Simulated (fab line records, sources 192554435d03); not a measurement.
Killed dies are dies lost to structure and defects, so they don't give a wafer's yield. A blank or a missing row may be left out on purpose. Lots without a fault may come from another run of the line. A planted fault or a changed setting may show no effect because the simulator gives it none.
Which tool did it? | flow n5_finfet | 10 lots, 29 wafers sampled, at 2 steps of a route of 1938

WHAT THE GAUGES READ, wafer by wafer
N5_BEOL_M0_SAQP_THK_MEAS_05.
lot  | measured     | on            | thk_nm (nm)
L827 | day 5 14:46  | film_metro-01 | 59.3 58.9 60.5
L829 | day 6 14:23  | film_metro-02 | 59.4 59.9 60.4
L833 | day 7 04:46  | film_metro-01 | 58.8 58.6 60.3
L834 | day 7 08:16  | film_metro-01 | 59.9 60.8
L843 | day 9 16:32  | film_metro-02 | 58.4 58.9 59.0
L846 | day 10 07:37 | film_metro-02 | 59.1 58.0 59.8
L848 | day 10 20:56 | film_metro-01 | 59.6 60.7 60.7
L847 | day 11 00:02 | film_metro-01 | 60.8 60.5 61.3
L849 | day 11 01:22 | film_metro-01 | 59.7 60.7 59.6
L850 | day 11 06:14 | film_metro-01 | 59.6 60.8 60.2

WHICH TOOL RAN EACH LOT (tool, then ch and the chambers of the sampled wafers, then the start)
lot  | N5_BEOL_M0_SAQP_PECVD_04
L827 | pecvd-03 ch 0,2, day 5 14:40
L829 | pecvd-02 ch 0,1,2, day 6 14:17
L833 | pecvd-01 ch 1,2, day 7 04:40
L834 | pecvd-03 ch 0, day 7 08:10
L843 | pecvd-01 ch 0,1, day 9 16:24
L846 | pecvd-03 ch 0,1, day 10 07:32
L848 | pecvd-02 ch 0,2, day 10 20:49
L847 | pecvd-02 ch 0,1,2, day 10 23:56
L849 | pecvd-03 ch 1,2, day 11 01:16
L850 | pecvd-02 ch 0,1, day 11 06:08
- N5_BEOL_M0_SAQP_PECVD_04: deposits a-Si from SiH4/He, target thk 60 nm, time 60.2 s.

THE ANSWER, worked out from the rows above alone
Rule: what is usual is taken from the lots themselves. Put in order of their means at a reading, lots are off if they are a third of the lots or fewer, leave a main group of 4 or more, and stand apart from it by a gap of 3 or more times the standard deviation of the main group's means; of several such gaps the widest counts. A main group whose means are all the same, to the digits that the tables above print for the reading, isn't used. A lot without any number at a reading at which 4 lots or more have one is off too. The other lots that the step has rows for count as sound.
No lot is off at any reading shown: from this, nothing can be told.

WHAT THE SIMULATOR HAD PUT IN
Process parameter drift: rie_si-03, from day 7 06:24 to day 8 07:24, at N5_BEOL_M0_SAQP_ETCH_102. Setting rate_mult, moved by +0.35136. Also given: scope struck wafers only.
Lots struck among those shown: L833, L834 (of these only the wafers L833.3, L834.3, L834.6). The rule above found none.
